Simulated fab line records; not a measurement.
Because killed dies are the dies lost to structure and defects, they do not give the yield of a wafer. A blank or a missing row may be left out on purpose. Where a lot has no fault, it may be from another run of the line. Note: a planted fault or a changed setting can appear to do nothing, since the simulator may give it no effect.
fab line records ; flow n5_finfet
record: lots: 6; wafers: 18; last_day: 18
route steps=1938 shown SDB@375 DUMMY_REMOVAL@377 HKMG_FIN@385 BEOL_M4@1111 PASSIVATION@1936
lots that met no fault: from a run of the same line without faults
start_h: the number of hours between the record's first day and the start of the first shown wafer of the lot ; wait_h: hours since the lot's step before ; " the same as in the row above ; L1.1+2: a single row standing in for several wafers ; - no value, or no start given ; * or withheld: withheld ; < > ~ a bound
route shown NAME@n: names a module that has steps shown in the file, with the first one's number in the route ; usual: mean and standard deviation over wafers with no fault ; same: alike in all rows ; chamber/n: place in a boat ; sites: the reading at each site ; _std_site: standard deviation of those values ; _edge_site: mean of outer sites minus mean of inner sites ; radius_mm: how far each site lies from the wafer's centre ; mask NAME#n: copy n ; behind: the most recent tool/chamber to have shaped the wafer ; hold: reason for holding the lot/hours on hold/outcome of the hold ; device: the transistor (n, p or np) that didn't switch ; end of line: the tests these same wafers got at the end of their route ; where a step has no rows: the recipe by itself ; killed: at the first sort, the dies lost to defects and structure; wafer yield is something else ; map: dies across one wafer; x = killed, . = not, _ = none there
set.NAME: the setting the step ran with; set.NAME@STEP: the setting that earlier step ran with ; model.NAME: the simulator's own value behind a step, which no gauge read
lots at some steps of the route; a table a step, a row a wafer
services: the hour from which a tool's chamber was out of use, counted from the record's first day as start_h (under 0 if before that day), plus the number of hours and why
== steps ==
step: N5_SDB_THK_MEAS_31
recipe: reads: a-Si_of_DUMMY_GATE_CVD_03
usual: SDB_THK: 64.3/1
lot.wafer;tool;chamber;start_h;wait_h;SDB_THK[nm]
L255.1;film_metro-01;-;72.42;-;65.0
L255.2;film_metro-01;-;72.42;-;65.0
L255.3;film_metro-01;-;72.42;-;65.7
L256.1;film_metro-01;-;78.84;-;64.4
L256.3;film_metro-01;-;78.84;-;66.2
L256.5;film_metro-01;-;78.84;-;65.9
L265.1;film_metro-02;-;129.89;-;63.6
L265.3;film_metro-02;-;129.89;-;65.3
L265.5;film_metro-02;-;129.89;-;65.2
L266.3;film_metro-02;-;137.48;-;63.9
L266.4;film_metro-02;-;137.48;-;62.9
L266.5;film_metro-02;-;137.48;-;63.7
L270.1;film_metro-01;-;166.79;-;63.1
L270.4;film_metro-01;-;166.79;-;63.9
L270.6;film_metro-01;-;166.79;-;62.2
L276.1;film_metro-02;-;204.91;-;64.2
L276.5;film_metro-02;-;204.91;-;63.4
L276.6;film_metro-02;-;204.91;-;62.7
step: N5_SDB_INSPECT_36
recipe: inspect_instrument: darkfield; mode: post_cmp
usual: raw_defect_count: 34/15
lot.wafer;tool;chamber;start_h;wait_h;raw_defect_count
L255.1;defect_inspect-02;-;72.45;0.0;46
L255.2;defect_inspect-02;-;72.45;0.0;31
L255.3;defect_inspect-02;-;72.45;0.0;40
L256.1;defect_inspect-01;-;78.87;0.0;54
L256.3;defect_inspect-01;-;78.87;0.0;23
L256.5;defect_inspect-01;-;78.87;0.0;60
L265.1;defect_inspect-01;-;129.91;0.0;35
L265.3;defect_inspect-01;-;129.91;0.0;38
L265.5;defect_inspect-01;-;129.91;0.0;37
L266.3;defect_inspect-02;-;137.51;0.0;36
L266.4;defect_inspect-02;-;137.51;0.0;29
L266.5;defect_inspect-02;-;137.51;0.0;41
L270.1;defect_inspect-02;-;166.81;0.0;46
L270.4;defect_inspect-02;-;166.81;0.0;48
L270.6;defect_inspect-02;-;166.81;0.0;43
L276.1;defect_inspect-02;-;204.94;0.0;19
L276.5;defect_inspect-02;-;204.94;0.0;27
L276.6;defect_inspect-02;-;204.94;0.0;26
step: N5_DUMMY_REMOVAL_HM_STRIP_01
recipe: chemistry: CH3F/O2; material: SiNx; target_depth_a: 40; stop_on: poly-Si; time_s: 6.8; over_etch_frac: 0.3; ion_energy_ev: 60; power_w: 410; bias_w: 29; Ar_flow_sccm: 150; CH3F_flow_sccm: 30; O2_flow_sccm: 20
usual: O2_flow_sccm: 20.00/0.057; drypump_motor_current_A: 5.7/0.33; oes_product_au: 0.62/0.062; rf_vpp_V: 127.6/0.86; showerhead_plenum_p_Torr: 2.02/0.061; throttle_valve_pct: 16.34/0.27
lot.wafer;tool;chamber;start_h;wait_h;O2_flow_sccm;drypump_motor_current_A;oes_product_au;rf_hours_counter_h;rf_vpp_V;showerhead_plenum_p_Torr;throttle_valve_pct
L255.1;rie_diel-04;0;72.48;0.0;19.90;5.6;0.58;211;128.9;2.08;16.48
L255.2;rie_diel-04;1;72.48;0.0;20.04;6.3;0.58;190;127.3;2.07;16.46
L255.3;rie_diel-04;2;72.48;0.0;19.94;6.2;0.56;249;125.3;1.96;16.19
L256.1;rie_diel-04;0;78.92;0.1;20.00;5.6;0.59;214;128.1;2.07;16.49
L256.3;rie_diel-04;3;78.92;0.1;20.02;5.9;0.58;219;126.1;2.07;16.54
L256.5;rie_diel-04;3;78.92;0.1;20.04;5.9;0.59;-;127.0;2.07;16.53
L265.1;rie_diel-05;2;130.05;0.1;19.95;5.8;0.60;200;128.7;1.99;16.39
L265.3;rie_diel-05;0;130.05;0.1;19.89;5.4;0.77;8;128.0;2.15;16.23
L265.5;rie_diel-05;0;130.05;0.1;19.99;5.4;0.76;-;127.9;2.15;16.25
L266.3;rie_diel-05;1;137.54;0.0;19.95;5.2;0.62;136;127.0;2.01;16.09
L266.4;rie_diel-05;0;137.54;0.0;19.98;5.4;0.76;11;128.5;2.15;16.27
L266.5;rie_diel-05;3;137.54;0.0;19.92;5.6;0.56;-;126.9;2.00;16.50
L270.1;rie_diel-04;1;166.85;0.0;19.93;6.2;0.57;220;127.8;2.05;16.52
L270.4;rie_diel-04;2;166.85;0.0;20.02;6.2;0.72;21;126.7;1.95;15.68
L270.6;rie_diel-04;2;166.85;0.0;20.05;6.2;0.71;-;125.9;1.95;15.68
L276.1;rie_diel-01;2;205.20;0.3;19.96;5.4;0.56;248;126.7;1.98;16.87
L276.5;rie_diel-01;3;205.20;0.3;19.96;5.6;0.60;-;127.8;1.90;16.12
L276.6;rie_diel-01;0;205.20;0.3;20.08;5.3;0.66;-;127.3;2.03;16.30
step: N5_DUMMY_REMOVAL_STRIP_10
recipe: chemistry: N2/H2; time_s: 40; power_w: 100; temp_c: 40; pressure_mtorr: 100; rf_frequency_hz: 6e+07; bias_power_w: 3; n2_flow_sccm: 300; h2_flow_sccm: 300
usual: drypump_motor_current_A: 5.7/0.33; n2_flow_sccm: 300.1/0.9; oes_product_au: 0.76/0.081; rf_vpp_V: 45.2/0.91; showerhead_plenum_p_Torr: 3.40/0.088; throttle_valve_pct: 12.22/0.27
lot.wafer;tool;chamber;start_h;wait_h;drypump_motor_current_A;n2_flow_sccm;oes_product_au;rf_hours_counter_h;rf_vpp_V;showerhead_plenum_p_Torr;throttle_valve_pct
L255.1;rie_diel-04;0;72.52;0.0;5.7;300.4;0.72;211;45.5;3.50;12.39
L255.2;rie_diel-04;1;72.52;0.0;6.3;299.8;0.72;190;47.6;3.47;12.36
L255.3;rie_diel-04;2;72.52;0.0;6.2;300.9;0.68;249;45.1;3.33;12.27
L256.1;rie_diel-04;0;78.96;0.0;5.6;300.5;0.72;214;45.7;3.50;12.40
L256.3;rie_diel-04;3;78.96;0.0;5.9;300.6;0.71;219;45.3;3.48;12.51
L256.5;rie_diel-04;3;78.96;0.0;5.9;299.8;0.72;-;45.4;3.48;12.50
L265.1;rie_diel-05;2;130.08;0.0;5.8;301.2;0.72;200;45.6;3.35;12.33
L265.3;rie_diel-05;0;130.08;0.0;5.4;300.9;0.95;8;45.8;3.59;11.87
L265.5;rie_diel-05;0;130.08;0.0;5.4;300.5;0.95;-;45.1;3.59;11.89
L266.3;rie_diel-05;1;137.57;0.0;5.2;300.7;0.75;136;44.8;3.39;12.00
L266.4;rie_diel-05;0;137.57;0.0;5.4;298.6;0.94;11;45.6;3.59;11.91
L266.5;rie_diel-05;3;137.57;0.0;5.6;300.1;0.68;-;44.5;3.35;12.29
L270.1;rie_diel-04;1;166.88;0.0;6.3;299.9;0.70;220;47.6;3.46;12.42
L270.4;rie_diel-04;2;166.88;0.0;6.2;299.9;0.91;21;45.7;3.32;11.69
L270.6;rie_diel-04;2;166.88;0.0;6.2;300.3;0.90;-;45.1;3.32;11.68
L276.1;rie_diel-01;2;205.24;0.0;5.4;300.9;0.68;248;45.9;3.33;12.74
L276.5;rie_diel-01;3;205.24;0.0;5.7;298.3;0.72;-;45.6;3.24;12.11
L276.6;rie_diel-01;0;205.24;0.0;5.3;301.6;0.82;-;45.1;3.40;12.00
step: N5_DUMMY_REMOVAL_PRECLEAN_07
recipe: chemistry: dHF; time_s: 30; temp_c: 25; dilution: withheld
step: N5_DUMMY_REMOVAL_DUMMY_REMOVE_02
recipe: chemistry: TMAH; temp_c: 70; target: poly-Si; stop_on: SiO2; target_depth_nm: 142; conc_wt_pct: 5; time_s: 57; dry: ipa_marangoni; rinse_time_s: 30; rinse_temp_c: 23
step: N5_DUMMY_REMOVAL_INSPECT_06
recipe: inspect_instrument: brightfield; mode: aei
usual: raw_defect_count: 11/5.3
lot.wafer;tool;chamber;start_h;wait_h;raw_defect_count
L255.1;defect_inspect-02;-;72.68;0.0;32
L255.2;defect_inspect-02;-;72.68;0.0;10
L255.3;defect_inspect-02;-;72.68;0.0;15
L256.1;defect_inspect-02;-;79.12;0.0;4
L256.3;defect_inspect-02;-;79.12;0.0;7
L256.5;defect_inspect-02;-;79.12;0.0;6
L265.1;defect_inspect-02;-;130.25;0.0;6
L265.3;defect_inspect-02;-;130.25;0.0;15
L265.5;defect_inspect-02;-;130.25;0.0;14
L266.3;defect_inspect-02;-;137.74;0.0;11
L266.4;defect_inspect-02;-;137.74;0.0;17
L266.5;defect_inspect-02;-;137.74;0.0;16
L270.1;defect_inspect-01;-;167.04;0.0;8
L270.4;defect_inspect-01;-;167.04;0.0;9
L270.6;defect_inspect-01;-;167.04;0.0;5
L276.1;defect_inspect-02;-;205.40;0.0;13
L276.5;defect_inspect-02;-;205.40;0.0;9
L276.6;defect_inspect-02;-;205.40;0.0;7
step: N5_DUMMY_REMOVAL_PRECLEAN_08
recipe: chemistry: NF3:NH3; afs_cycles: 2; temp_c: 30; time_s: 20; sublimation_temp_c: 180; sublimation_time_s: 60; pressure_torr: 3; rf_power_w: 30
step: N5_DUMMY_REMOVAL_PRECLEAN_04
recipe: chemistry: DHF; time_s: 37; temp_c: 25; dilution: 500:1
step: N5_DUMMY_REMOVAL_SRD_05
recipe: dry: ipa_marangoni; do_ppb: 5; time_s: 30; temp_c: 23; rinse_liquid: diw
step: N5_HKMG_FIN_IL_REGROW_00
recipe: material: SiO2; target_thk_a: 7.5; chemistry: O3; temp_c: withheld; time_s: 30
step: N5_HKMG_FIN_HK_ALD_01
recipe: material: HfO2; target_thk_a: 16; temp_c: withheld; ald_precursor_family: HfCl4; ald_co_reactant: H2O; pulse_time_s: 3; purge_time_s: 3; co_reactant_purge_time_s: 2.5; co_reactant_pulse_time_s: 0.3; ald_cycles: 30
usual: precursor_pulse_height_rel: 0.999/0.022
lot.wafer;tool;chamber;start_h;wait_h;precursor_pulse_height_rel;since_wet_clean_h
L255.1;ald_hk-03;0;73.04;0.0;0.966;1849
L255.2;ald_hk-03;3;73.04;0.0;0.992;1849
L255.3;ald_hk-03;2;73.04;0.0;0.989;1849
L256.1;ald_hk-01;2;79.48;0.0;1.005;960
L256.3;ald_hk-01;0;79.48;0.0;1.004;960
L256.5;ald_hk-01;0;79.48;0.0;1.009;-
L265.1;ald_hk-01;1;130.61;0.0;1.047;1011
L265.3;ald_hk-01;3;130.61;0.0;0.998;1011
L265.5;ald_hk-01;1;130.61;0.0;0.970;-
L266.3;ald_hk-03;3;138.10;0.0;1.032;1914
L266.4;ald_hk-03;1;138.10;0.0;0.978;1914
L266.5;ald_hk-03;3;138.10;0.0;0.997;-
L270.1;ald_hk-01;1;167.40;0.0;0.994;1047
L270.4;ald_hk-01;2;167.40;0.0;1.005;1047
L270.6;ald_hk-01;3;167.40;0.0;0.994;-
L276.1;ald_hk-02;2;205.76;0.0;0.995;176
L276.5;ald_hk-02;1;205.76;0.0;0.957;-
L276.6;ald_hk-02;0;205.76;0.0;0.984;-
step: N5_HKMG_FIN_HK_ANNEAL_02
recipe: temp_c: 700; time_s: 30; ambient: N2; idle_temp_c: 600; ramp_up_c_per_s: 150; ramp_down_c_per_s: 60; cool_to_c: 600
usual: lamp_power_pct: 8.81/0.054; lamp_zone_1_pct: 8.798/0.011; lamp_zone_2_pct: 8.798/0.011; lamp_zone_3_pct: 8.799/0.013; lamp_zone_4_pct: 8.794/0.012; lamp_zone_5_pct: 8.797/0.011; lamp_zone_6_pct: 8.725/0.012; lamp_zone_7_pct: 9.194/0.011; wafer_temp_C_max: 702.9/0.65
lot.wafer;tool;chamber;start_h;wait_h;lamp_power_pct;lamp_zone_1_pct;lamp_zone_2_pct;lamp_zone_3_pct;lamp_zone_4_pct;lamp_zone_5_pct;lamp_zone_6_pct;lamp_zone_7_pct;wafer_temp_C_max
L255.1;rtp_anneal-02;0;73.30;0.2;8.87;8.786;8.800;8.785;8.806;8.811;8.722;9.202;702.4
L255.2;rtp_anneal-02;0;73.30;0.2;8.80;8.795;8.801;8.805;8.791;8.814;8.728;9.178;702.3
L255.3;rtp_anneal-02;0;73.30;0.2;8.82;8.785;8.807;8.794;8.793;8.783;8.731;9.214;703.0
L256.1;rtp_anneal-01;0;79.82;0.3;8.79;8.793;8.806;8.791;8.810;8.812;8.735;9.212;703.2
L256.3;rtp_anneal-01;0;79.82;0.3;8.76;8.792;8.819;8.775;8.799;8.802;8.744;9.183;702.6
L256.5;rtp_anneal-01;0;79.82;0.3;8.79;8.801;8.796;8.795;8.810;8.812;8.736;9.189;703.1
L265.1;rtp_anneal-02;0;130.80;0.1;9.31;9.237;9.218;9.253;9.237;9.236;9.167;9.650;701.7
L265.3;rtp_anneal-02;0;130.80;0.1;9.25;9.238;9.241;9.246;9.227;9.217;9.152;9.648;702.2
L265.5;rtp_anneal-02;0;130.80;0.1;9.25;9.233;9.237;9.229;9.213;9.257;9.149;9.648;702.3
L266.3;rtp_anneal-02;0;138.34;0.2;9.17;9.238;9.238;9.246;9.215;9.237;9.166;9.643;703.0
L266.4;rtp_anneal-02;0;138.34;0.2;9.31;9.236;9.228;9.227;9.226;9.242;9.146;9.649;702.6
L266.5;rtp_anneal-02;0;138.34;0.2;9.19;9.227;9.224;9.232;9.214;9.246;9.149;9.657;701.9
L270.1;rtp_anneal-01;0;167.59;0.1;8.81;8.812;8.822;8.823;8.817;8.790;8.730;9.216;702.7
L270.4;rtp_anneal-01;0;167.59;0.1;8.79;8.778;8.800;8.802;8.798;8.799;8.727;9.198;703.1
L270.6;rtp_anneal-01;0;167.59;0.1;8.72;8.795;8.801;8.813;8.793;8.802;8.750;9.187;702.7
L276.1;rtp_anneal-02;0;205.94;0.1;8.69;8.804;8.802;8.793;8.809;8.778;8.721;9.195;702.9
L276.5;rtp_anneal-02;0;205.94;0.1;8.75;8.772;8.808;8.797;8.793;8.801;8.731;9.195;702.6
L276.6;rtp_anneal-02;0;205.94;0.1;8.84;8.781;8.767;8.809;8.801;8.793;8.698;9.208;703.2
step: N5_HKMG_FIN_ALD_74
recipe: material: La2O3; target_thk_a: 5; temp_c: 250; ald_precursor_family: La-Cp; ald_co_reactant: O3; pulse_time_s: 6; co_reactant_pulse_time_s: 1; purge_time_s: 3; co_reactant_purge_time_s: 3
usual: heater_power_w: 330/29; precursor_pulse_height_rel: 0.999/0.021
lot.wafer;tool;chamber;start_h;wait_h;heater_power_w;precursor_pulse_height_rel;since_wet_clean_h
L255.1;ald_hk-01;3;73.52;0.2;363;1.011;954
L255.2;ald_hk-01;0;73.52;0.2;299;1.009;954
L255.3;ald_hk-01;2;73.52;0.2;314;0.983;954
L256.1;ald_hk-02;2;80.03;0.2;379;0.970;50
L256.3;ald_hk-02;0;80.03;0.2;325;0.981;50
L256.5;ald_hk-02;0;80.03;0.2;328;0.999;-
L265.1;ald_hk-02;1;131.01;0.2;296;1.030;101
L265.3;ald_hk-02;3;131.01;0.2;365;1.007;101
L265.5;ald_hk-02;2;131.01;0.2;384;0.958;-
L266.3;ald_hk-01;1;138.50;0.1;298;1.012;1019
L266.4;ald_hk-01;0;138.50;0.1;295;0.992;1019
L266.5;ald_hk-01;2;138.50;0.1;312;0.971;-
L270.1;ald_hk-02;3;167.80;0.2;369;0.999;138
L270.4;ald_hk-02;0;167.80;0.2;319;1.017;138
L270.6;ald_hk-02;2;167.80;0.2;398;1.006;-
L276.1;ald_hk-03;3;206.16;0.2;337;0.976;1982
L276.5;ald_hk-03;0;206.16;0.2;336;0.995;-
L276.6;ald_hk-03;1;206.16;0.2;329;0.996;-
step: N5_BEOL_M4_RC_MEAS_101
usual: DIBL_N: 36.0/1.9; DIBL_P: 36.0/2.1; IOFF_N: 0.155/0.029; IOFF_P: 0.20/0.032; ION_N: 672/11; ION_P: 461/6.9; SS_N: 71.5/0.58; SS_P: 73.2/0.64; VT_N: 250.4/2.9; VT_P: -251.0/2.8
lot.wafer;tool;chamber;start_h;wait_h;DIBL_N[mV/V];DIBL_P[mV/V];IOFF_N[nA/um];IOFF_P[nA/um];ION_N[uA/um];ION_P[uA/um];SS_N[mV/dec];SS_P[mV/dec];VT_N[mV];VT_P[mV]
L255.1;prober-02;0;179.89;0.0;35.1;34.2;0.126;0.16;654;438;71.7;72.7;255.4;-258.2
L255.2;prober-02;0;179.89;0.0;34.4;34.5;0.125;0.15;663;452;70.8;72.5;252.5;-258.4
L255.3;prober-02;0;179.89;0.0;34.0;34.4;0.124;0.16;672;456;71.2;72.5;251.0;-254.6
L256.1;prober-02;0;185.25;0.0;38.1;37.7;0.174;0.24;683;468;72.3;74.5;246.6;-247.6
L256.3;prober-02;0;185.25;0.0;37.3;36.5;0.157;0.22;661;458;71.7;73.7;251.3;-249.1
L256.5;prober-02;0;185.25;0.0;37.3;35.5;0.142;0.20;664;454;72.1;73.3;254.7;-251.5
L266.3;prober-01;0;238.26;0.3;34.8;33.8;0.124;0.19;667;460;71.1;72.3;251.8;-251.3
L266.4;prober-01;0;238.26;0.3;34.8;33.4;0.124;0.18;659;454;70.5;71.9;256.3;-253.7
L266.5;prober-01;0;238.26;0.3;36.1;34.9;0.146;0.20;653;453;72.0;73.1;254.0;-248.8
L265.1;prober-02;0;244.66;0.0;33.9;33.1;0.130;0.18;663;462;70.1;72.4;251.8;-252.4
L265.3;prober-02;0;244.66;0.0;34.5;34.3;0.148;0.19;686;462;70.5;73.1;251.1;-251.7
L265.5;prober-02;0;244.66;0.0;36.4;36.4;0.175;0.23;687;471;71.4;73.0;247.3;-248.9
L270.1;prober-01;0;263.93;0.0;34.9;36.2;0.129;0.19;647;449;72.0;73.1;252.0;-251.1
L270.4;prober-01;0;263.93;0.0;34.9;36.2;0.134;0.18;656;451;71.2;72.7;250.8;-251.4
L270.6;prober-01;0;263.93;0.0;37.1;39.3;0.184;0.23;692;469;72.2;73.7;248.3;-250.2
L276.1;prober-02;0;311.89;0.0;34.8;34.8;0.151;0.21;676;463;71.3;72.6;251.0;-250.0
L276.5;prober-02;0;311.89;0.0;33.5;33.6;0.134;0.19;677;468;71.2;72.5;252.4;-247.9
L276.6;prober-02;0;311.89;0.0;33.5;33.8;0.130;0.18;673;463;71.0;71.8;253.3;-252.4
step: N5_PASSIVATION_PROBE_49
usual: defect_limited_yield: 91.0/1.5; killed_at_M0_to_M3: 33/9.4; killed_at_M4_up: 14/4.8; killed_at_contacts: 13/7.3; killed_at_front_end: 43/13; killed_at_other: 3.6/2.9; killed_dies: 106/18; killed_on_rim: 14/4.2; killed_open: 69/13; killed_short: 35/8.2; sort_bin_5_function: 5.3/1; sort_bin_6_memory: 3.3/0.68; sort_bin_8_speed: 0.01/0.027; sort_n_pass: 1074/18
same: gross_dies: 1180; killed_at_back_side: 0; sort_bin_4_leakage[%]: 0
lot.wafer;tool;chamber;start_h;wait_h;defect_limited_yield[%];killed_at_M0_to_M3;killed_at_M4_up;killed_at_contacts;killed_at_front_end;killed_at_other;killed_dies;killed_on_rim;killed_open;killed_short;sort_bin_5_function[%];sort_bin_6_memory[%];sort_bin_8_speed[%];sort_n_pass
L255.1;prober-02;-;277.08;0.2;92.2;41;9;12;27;3;92;12;55;36;4.7;2.9;0.08;1087
L255.2;prober-02;-;277.13;0.3;90.1;42;14;18;41;2;117;15;87;29;5.6;3.8;0;1063
L255.3;prober-02;-;277.18;0.3;90.7;30;14;25;39;2;110;11;79;31;5.8;3.3;0;1070
L256.1;prober-01;-;280.42;0.0;91.1;20;24;14;47;0;105;9;80;25;5.6;3.1;0;1075
L256.3;prober-01;-;280.52;0.1;89.7;39;14;27;41;1;122;15;72;50;5.7;4.2;0;1058
L256.5;prober-01;-;280.62;0.2;90.0;20;17;21;57;3;118;13;75;42;6.5;3.1;0.08;1062
L265.1;prober-02;-;356.55;0.0;91.9;31;14;6;43;1;95;13;59;35;5.0;2.5;0;1085
L265.3;prober-02;-;356.65;0.1;90.1;26;18;17;54;2;117;12;81;35;5.5;4.2;0;1063
L265.5;prober-02;-;356.75;0.2;91.4;31;21;7;39;3;101;7;65;35;5.6;2.6;0;1079
L270.1;prober-01;-;360.91;0.0;90.1;32;17;14;48;6;117;15;78;36;5.7;4.0;0;1063
L270.4;prober-01;-;361.06;0.2;90.3;42;19;10;42;1;114;13;71;41;5.6;3.9;0;1066
L270.6;prober-01;-;361.16;0.3;90.7;54;16;6;33;1;110;15;72;38;5.3;3.6;0;1070
L276.1;prober-01;-;421.92;0.0;91.6;28;5;17;48;1;99;21;64;35;5.0;2.9;0;1081
L276.5;prober-01;-;422.12;0.2;90.8;42;10;16;38;2;108;11;65;37;5.5;3.0;0;1072
L276.6;prober-01;-;422.17;0.3;92.2;28;24;17;23;0;92;16;43;41;4.2;2.8;0;1088
killed by level:class
L255.1 BEOL_M0_SAQP:geometric_particle:short=14 MOL_CONTACT_COAG:geometric_particle:open=10 BEOL_M0_SAQP:geometric_particle:open=7 BEOL_M0:geometric_particle:short=5 BEOL_M2:geometric_particle:open=5 FIN_SAQP:geometric_particle:open=4 BEOL_M3:geometric_particle:open=4 STARTING-WAFER:geometric_particle:open=4
L255.2 MOL_CONTACT_COAG:geometric_particle:open=16 BEOL_M3:geometric_particle:open=15 STI_FIN_REVEAL:geometric_particle:open=12 BEOL_M2:geometric_particle:open=8 BEOL_M4:geometric_particle:open=8 DUMMY_GATE:geometric_particle:open=7 BEOL_M0_SAQP:geometric_particle:open=6 BEOL_M0_SAQP:geometric_particle:short=6
L255.3 MOL_CONTACT_COAG:geometric_particle:open=21 STI_FIN_REVEAL:geometric_particle:open=11 DUMMY_GATE:geometric_particle:open=11 BEOL_M2:geometric_particle:open=9 BEOL_M1:geometric_particle:open=6 BEOL_M3:geometric_particle:open=5 BEOL_M4:geometric_particle:open=5 GATE_CUT:geometric_particle:short=4
L256.1 BEOL_M4:geometric_particle:open=12 FIN_SAQP:geometric_particle:open=11 MOL_CONTACT_COAG:geometric_particle:open=11 DUMMY_GATE:geometric_particle:open=9 FIN_SAQP:geometric_particle:short=7 STI_FIN_REVEAL:geometric_particle:open=6 GATE_CUT:geometric_particle:short=5 BEOL_M7:geometric_particle:open=5
L256.3 MOL_CONTACT_COAG:geometric_particle:open=21 BEOL_M0_SAQP:geometric_particle:short=12 FIN_SAQP:geometric_particle:short=10 BEOL_M4:geometric_particle:open=9 FIN_SAQP:geometric_particle:open=8 BEOL_M0_SAQP:geometric_particle:open=7 STI_FIN_REVEAL:geometric_particle:open=6 MOL_CONTACT_COAG:geometric_particle:short=6
L256.5 FIN_SAQP:geometric_particle:short=19 MOL_CONTACT_COAG:geometric_particle:open=17 FIN_SAQP:geometric_particle:open=12 BEOL_M4:geometric_particle:open=11 DUMMY_GATE:geometric_particle:open=8 STI_FIN_REVEAL:geometric_particle:open=6 BEOL_M0_SAQP:geometric_particle:short=5 BEOL_M3:geometric_particle:open=5
L265.1 STI_FIN_REVEAL:geometric_particle:open=10 BEOL_M0_SAQP:geometric_particle:open=10 GATE_CUT:geometric_particle:short=9 BEOL_M3:geometric_particle:open=7 BEOL_M2:geometric_particle:open=6 DUMMY_GATE:geometric_particle:open=5 MOL_CONTACT_COAG:geometric_particle:open=5 BEOL_M0_SAQP:geometric_particle:short=5
L265.3 MOL_CONTACT_COAG:geometric_particle:open=16 DUMMY_GATE:geometric_particle:open=15 FIN_SAQP:geometric_particle:open=7 BEOL_M2:geometric_particle:open=7 BEOL_M3:geometric_particle:open=7 FIN_SAQP:geometric_particle:short=6 STI_FIN_REVEAL:geometric_particle:open=6 DUMMY_GATE:geometric_particle:short=6
L265.5 STI_FIN_REVEAL:geometric_particle:open=13 BEOL_M0_SAQP:geometric_particle:short=9 BEOL_M3:geometric_particle:open=9 BEOL_M2:geometric_particle:open=7 BEOL_M6:geometric_particle:open=6 STARTING-WAFER:geometric_particle:short=6 GATE_CUT:geometric_particle:short=5 MOL_CONTACT_COAG:geometric_particle:open=5
L270.1 STI_FIN_REVEAL:geometric_particle:open=15 BEOL_M3:geometric_particle:open=13 MOL_CONTACT_COAG:geometric_particle:open=11 BEOL_M4:geometric_particle:open=9 STI_FIN_REVEAL:geometric_particle:short=6 BEOL_M0_SAQP:geometric_particle:open=6 DUMMY_GATE:geometric_particle:open=5 DUMMY_GATE:geometric_particle:short=4
L270.4 BEOL_M3:geometric_particle:open=14 FIN_SAQP:geometric_particle:short=10 STI_FIN_REVEAL:geometric_particle:open=10 BEOL_M2:geometric_particle:open=9 BEOL_M4:geometric_particle:open=8 FIN_SAQP:geometric_particle:open=7 MOL_CONTACT_COAG:geometric_particle:open=7 BEOL_M3:geometric_particle:short=7
L270.6 BEOL_M3:geometric_particle:open=19 BEOL_M2:geometric_particle:open=10 BEOL_M4:geometric_particle:open=9 BEOL_M0_SAQP:geometric_particle:short=8 STI_FIN_REVEAL:geometric_particle:open=7 BEOL_M3:geometric_particle:short=7 FIN_SAQP:geometric_particle:short=6 DUMMY_GATE:geometric_particle:open=6
L276.1 FIN_SAQP:geometric_particle:short=12 MOL_CONTACT_COAG:geometric_particle:open=11 FIN_SAQP:geometric_particle:open=9 GATE_CUT:geometric_particle:open=7 BEOL_M0_SAQP:geometric_particle:open=7 MOL_CONTACT_COAG:geometric_particle:short=6 BEOL_M3:geometric_particle:open=6 BEOL_M0_SAQP:geometric_particle:short=6
L276.5 BEOL_M0_SAQP:geometric_particle:open=18 BEOL_M0_SAQP:geometric_particle:short=15 MOL_CONTACT_COAG:geometric_particle:open=12 FIN_SAQP:geometric_particle:short=7 FIN_SAQP:geometric_particle:open=6 STARTING-WAFER:geometric_particle:open=5 HKMG_FIN:area_etch=5 DUMMY_GATE:geometric_particle:open=4
L276.6 MOL_CONTACT_COAG:geometric_particle:open=13 BEOL_M4:geometric_particle:open=10 BEOL_M0_SAQP:geometric_particle:short=10 BEOL_M0:geometric_particle:short=7 FIN_SAQP:geometric_particle:short=5 MOL_CONTACT_COAG:geometric_particle:short=4 BEOL_M3:geometric_particle:open=4 BEOL_M4:geometric_particle:short=4
== services ==
tool;chamber;start_h;hours;kind
ald_hk-02;-;50.51;2.8;pm
rie_diel-05;0;75.31;-;clean
rie_diel-05;0;75.31;-;consumable_replace:focus_ring
rie_diel-05;0;75.31;-;consumable_replace:showerhead
rie_diel-05;0;75.31;33.0;scheduled_down
rie_diel-05;0;75.31;33.0;vent_cycle
rie_diel-04;2;75.40;-;clean
rie_diel-04;2;75.40;-;consumable_replace:focus_ring
rie_diel-04;2;75.40;15.8;scheduled_down
rie_diel-04;2;75.40;15.8;vent_cycle
rie_diel-01;0;83.15;5.0;repair
rie_diel-01;0;97.10;6.9;repair
ald_hk-01;-;123.43;0.9;repair
rie_diel-05;1;141.67;9.0;repair
rie_diel-04;3;184.80;-;clean
rie_diel-04;3;184.80;-;consumable_replace:focus_ring
rie_diel-04;3;184.80;21.8;scheduled_down
rie_diel-04;3;184.80;21.8;vent_cycle
rie_diel-05;3;190.29;7.9;repair
rie_diel-01;1;194.00;11.3;repair
rie_diel-01;0;197.51;3.7;repair
== key ==
first_sign: step: N5_HKMG_FIN_HK_ANNEAL_02; reading: lamp_zone_7_pct; direction: up; sigmas: 40; usual: *; struck: *
effect: step: N5_HKMG_FIN_HK_ANNEAL_02; reading: lamp_zone_5_pct; direction: up; sigmas: 40; usual: *; struck: *
met_at N5_HKMG_FIN_HK_ANNEAL_02
struck_wafers L265.1,L265.3,L265.5,L266.3,L266.4,L266.5
onset_between 73.30 130.80
fault: kind: process_parameter_drift; tool: rtp_anneal-02; chamber: -; onset_h: 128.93; steps: N5_HKMG_FIN_HK_ANNEAL_02; channel: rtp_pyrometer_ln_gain; offset: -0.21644; shape: step; end_h: 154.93
